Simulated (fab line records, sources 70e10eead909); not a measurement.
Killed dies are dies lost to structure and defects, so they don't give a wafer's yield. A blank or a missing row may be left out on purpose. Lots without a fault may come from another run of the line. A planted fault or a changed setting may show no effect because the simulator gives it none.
A struck lot beside a sound one | flow nand_harc | 14 steps out of a route of 1302
Sound: wafers L107.1, L107.2, L107.4. Struck: wafers L121.2, L121.4, L121.6. The cause comes at the end.
At each step with rows: each side's tool, then ch and its chambers, then its first start. Under that, the readings that differ: sound wafers | struck wafers | difference of the means | sigmas: that difference in standard deviations of wafers without a fault.
alike: readings whose means differ by less than 2 such deviations, and words and numbers that are the same on both sides. not compared: withheld readings, readings that some wafer has no value for, bounds like >300 that may hide the same value, and numbers for which the record gives no deviation and whose values overlap.
The two part at a step that has a row with sigmas, a row that says differs or no value, or rows on one side only. Numbers that don't overlap but have no deviation are shown without sigmas and don't part them. A reading that every wafer of one side lacks parts them only if that side has two wafers or more.

first, 5 steps without rows for these wafers: NHARC_A_CHANNEL_HOLE_D1_SOFTBAKE_05 (time 55 s); NHARC_A_CHANNEL_HOLE_D1_EBR_06; NHARC_A_CHANNEL_HOLE_D1_EXPOSE_07 (exposes mask HOLE D1, target cd 100 nm); NHARC_A_CHANNEL_HOLE_D1_PEB_08 (peb time 65 s); NHARC_A_CHANNEL_HOLE_D1_DEVELOP_09 (develop time 35 s).
NHARC_A_CHANNEL_HOLE_D1_CD_MEAS_10: target cd 100 nm.
  sound on cd_sem-01 ch 0, day 9 07:45; struck on cd_sem-03 ch 0, day 15 02:40
  alike: cd_nm
NHARC_A_CHANNEL_HOLE_D1_OVL_MEAS_11:
  sound on overlay-02, day 9 07:50; struck on overlay-02, day 15 02:46
  reading           | sound       | struck         | difference | sigmas
  overlay_x_nm (nm) | 2.6 2.5 3.3 | -1.2 -1.1 -1.4 | -4.0       | -4
  alike: overlay_y_nm
NHARC_A_CHANNEL_HOLE_D1_INSPECT_12:
  sound on defect_inspect-02, day 9 07:52; struck on defect_inspect-01, day 15 02:47
  alike: raw_defect_count
NHARC_A_CHANNEL_HOLE_D1_DESCUM_15: chemistry O2, time 3 s.
  sound on rie_diel-01 ch 0,3, day 9 07:56; struck on rie_diel-11 ch 1,3, day 15 02:52
  alike: drypump_motor_current_A, oes_product_au, rf_vpp_V, showerhead_plenum_p_Torr, throttle_valve_pct
  not compared: rf_hours_counter_h
NHARC_A_CHANNEL_HOLE_D1_ETCH_38: etches the open film in CF4, target depth 39 nm, time 65 s.
  sound on rie_diel-01 ch 0,3, day 9 08:02; struck on rie_diel-11 ch 0,2, day 15 02:56
  reading    | sound                | struck             | difference | sigmas
  bias_w (W) | 100.27 100.35 100.12 | 100.05 99.28 99.48 | -0.64      | -2
  alike: cf4_flow_sccm, drypump_motor_current_A, oes_product_au, rf_vpp_V, showerhead_plenum_p_Torr, throttle_valve_pct
  not compared: rf_hours_counter_h
NHARC_A_CHANNEL_HOLE_D1_ETCH_39: etches the open film in N2/H2, target depth 260 nm, time 325 s.
  sound on rie_diel-01 ch 0,3; struck on rie_diel-11 ch 2,3
  alike: bias_w, chamber_pressure_mTorr, drypump_motor_current_A, n2_flow_sccm, oes_product_au, rf_vpp_V, showerhead_plenum_p_Torr, throttle_valve_pct
  not compared: rf_hours_counter_h
NHARC_A_CHANNEL_HOLE_D1_ETCH_34: etches the open film in CF4/CHF3, target depth 154 nm, time 77 s.
  sound on rie_diel-01 ch 0,1; struck on rie_diel-11 ch 0,1,2
  alike: bias_w, cf4_flow_sccm, drypump_motor_current_A, oes_product_au, rf_vpp_V, showerhead_plenum_p_Torr, throttle_valve_pct
  not compared: rf_hours_counter_h
NHARC_A_CHANNEL_HOLE_D1_ETCH_16: etches the open film in O2/COS, target depth 3100 nm, time 806 s.
  sound on rie_diel-01 ch 0,1,3, day 9 08:38; struck on rie_diel-11 ch 1,2,3, day 15 03:23
  no value came back on the struck wafers for any of 7 readings (bias_w (W), chamber_pressure_mTorr (mTorr) and others); on the sound wafers bias_w (W) reads 297.8 300.5 301.2
  not compared: rf_hours_counter_h
NHARC_A_CHANNEL_HOLE_D1_CD_MEAS_18:
  sound on cd_sem-01, day 9 09:14; struck on cd_sem-02, day 15 03:58
  alike: cd_nm

WHERE THEY PART
First at NHARC_A_CHANNEL_HOLE_D1_OVL_MEAS_11; last, within this record, at NHARC_A_CHANNEL_HOLE_D1_ETCH_16. Later steps at which nothing parts them and some readings are alike: NHARC_A_CHANNEL_HOLE_D1_CD_MEAS_18.

WHY: what the simulator had put in
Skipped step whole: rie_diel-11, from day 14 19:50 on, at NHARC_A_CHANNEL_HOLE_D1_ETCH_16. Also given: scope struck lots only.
